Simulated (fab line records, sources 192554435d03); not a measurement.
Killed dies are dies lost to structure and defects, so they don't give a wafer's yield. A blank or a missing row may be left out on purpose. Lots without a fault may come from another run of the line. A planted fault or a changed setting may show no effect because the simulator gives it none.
Split-lot experiment | flow n5_finfet | 7 lots, 39 wafers read, on a route of 1938 steps

THE SPLIT
At N5_SD_EPI_N_EPI_21 (deposits Si:P, time 690 s), the setting epi_growth_time_s was moved away from the recipe's 690 s on 12 of the 39 wafers read, by +5.2% to +10.8%. The other wafers ran this setting at the recipe's value.

The file shows no step between the split and the reading.

THE READING
Si-P_of_SD_EPI_N_EPI_21.thk_nm (the simulator's own value, which no gauge read), in nm, at N5_SD_EPI_N_PRECLEAN_24 (cleans in O3/DIW, time 60 s). The file gives no usual value for it. The 27 wafers here that ran the recipe average 58.7 nm, standard deviation 0.73 nm.

wafer  | tool, chamber at the split | epi_growth_time_s as run, s | against the recipe | Si-P_of_SD_EPI_N_EPI_21.thk_nm, nm | against lot-mates on the recipe
L074.2 | epi_rpcvd-01, 0            | 690                         | recipe             | 58.6                               | -
L074.5 | epi_rpcvd-01, 0            | 690                         | recipe             | 59.4                               | -
L074.6 | epi_rpcvd-01, 0            | 690                         | recipe             | 58.4                               | -
L077.1 | epi_rpcvd-03, 0            | 690                         | recipe             | 59.4                               | -
L077.2 | epi_rpcvd-03, 0            | 690                         | recipe             | 59                                 | -
L077.5 | epi_rpcvd-03, 0            | 690                         | recipe             | 59                                 | -
L077.3 | epi_rpcvd-03, 0            | 732.9                       | +6.2%              | 60.8                               | +1.7
L077.4 | epi_rpcvd-03, 0            | 732.9                       | +6.2%              | 61.6                               | +2.5
L077.6 | epi_rpcvd-03, 0            | 732.9                       | +6.2%              | 62                                 | +2.9
L081.1 | epi_rpcvd-02, 0            | 726.2                       | +5.2%              | 62                                 | +2.3
L081.2 | epi_rpcvd-02, 0            | 726.2                       | +5.2%              | 62.2                               | +2.5
L081.3 | epi_rpcvd-02, 0            | 690                         | recipe             | 60                                 | -
L081.4 | epi_rpcvd-02, 0            | 690                         | recipe             | 59.6                               | -
L081.5 | epi_rpcvd-02, 0            | 690                         | recipe             | 59.6                               | -
L081.6 | epi_rpcvd-02, 0            | 726.2                       | +5.2%              | 61.8                               | +2.1
L083.1 | epi_rpcvd-01, 0            | 690                         | recipe             | 58.4                               | -
L083.6 | epi_rpcvd-01, 0            | 690                         | recipe             | 58.4                               | -
L083.2 | epi_rpcvd-01, 0            | 764.4                       | +10.8%             | 63.4                               | +5.2
L083.3 | epi_rpcvd-01, 0            | 764.4                       | +10.8%             | 63                                 | +4.8
L083.4 | epi_rpcvd-01, 0            | 690                         | recipe             | 57.8                               | -
L083.5 | epi_rpcvd-01, 0            | 764.4                       | +10.8%             | 62.8                               | +4.6
L088.1 | epi_rpcvd-01, 0            | 690                         | recipe             | 58.2                               | -
L088.3 | epi_rpcvd-01, 0            | 690                         | recipe             | 58.2                               | -
L088.2 | epi_rpcvd-01, 0            | 690                         | recipe             | 57.6                               | -
L088.4 | epi_rpcvd-01, 0            | 690                         | recipe             | 59                                 | -
L088.5 | epi_rpcvd-01, 0            | 690                         | recipe             | 58                                 | -
L088.6 | epi_rpcvd-01, 0            | 690                         | recipe             | 58.6                               | -
L089.1 | epi_rpcvd-01, 0            | 690                         | recipe             | 57.8                               | -
L089.2 | epi_rpcvd-01, 0            | 690                         | recipe             | 58.8                               | -
L089.3 | epi_rpcvd-01, 0            | 690                         | recipe             | 57.4                               | -
L089.4 | epi_rpcvd-01, 0            | 690                         | recipe             | 58.6                               | -
L089.5 | epi_rpcvd-01, 0            | 690                         | recipe             | 58                                 | -
L089.6 | epi_rpcvd-01, 0            | 690                         | recipe             | 58.2                               | -
L092.1 | epi_rpcvd-01, 0            | 741.2                       | +7.4%              | 62.2                               | +2.5
L092.6 | epi_rpcvd-01, 0            | 741.2                       | +7.4%              | 62.2                               | +2.5
L092.2 | epi_rpcvd-01, 0            | 690                         | recipe             | 60                                 | -
L092.3 | epi_rpcvd-01, 0            | 690                         | recipe             | 59.6                               | -
L092.5 | epi_rpcvd-01, 0            | 690                         | recipe             | 59.6                               | -
L092.4 | epi_rpcvd-01, 0            | 741.2                       | +7.4%              | 62.8                               | +3.1

THE FIT
A straight line over all 39 wafers: Si-P_of_SD_EPI_N_EPI_21.thk_nm changes by +0.451 nm for each +1% of epi_growth_time_s; r = +0.92; the points scatter about the line by 0.72 nm.
The same after taking each lot's own level away (the mean of its wafers on the recipe; 39 wafers): +0.418 nm for each +1%; r = +0.97; scatter 0.4 nm.
On that fit, the largest move of epi_growth_time_s shifts the reading by 4.5 nm.
The lots' own levels span 58.13 to 59.73 nm, that is 2.2 times the standard deviation above.
So the lot-to-lot level changes the slope little: the two slopes agree.
Check: with one of the wafers moved furthest among these (+10.8%) left out of the fit, the line predicts +4.34 nm for it against its lot-mates. It came out at +5.2 nm against them.

OTHER SPLITS ON THESE WAFERS
These wafers also went through other splits before the reading. Each is held against what the fit with the lots' levels taken away leaves over:
other split on the same wafers  | wafers away from the commonest value | r with Si-P_of_SD_EPI_N_EPI_21.thk_nm (lot level and that fit taken away)
N5_DUMMY_GATE_EXPOSE_12 dose_mj | 18                                   | +0.13

THE WHOLE CHAIN: every reading that the file lists as answering this split, in the file's order
step                    | what it does                | reading                                                                         | change (the file's fit)               | r (the file's)
N5_SD_EPI_N_EPI_21      | deposits Si:P, time 690 s   | Si-P_of_SD_EPI_N_EPI_21.thk_nm (the simulator's own value, which no gauge read) | +0.42 nm for each +1% of the setting  | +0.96
N5_SD_EPI_N_PRECLEAN_24 | cleans in O3/DIW, time 60 s | Si-P_of_SD_EPI_N_EPI_21.thk_nm (the simulator's own value, which no gauge read) | +0.415 nm for each +1% of the setting | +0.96

THE FILE'S OWN FIT
Si-P_of_SD_EPI_N_EPI_21.thk_nm changes by +0.415 nm for each +1% of epi_growth_time_s, r = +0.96.
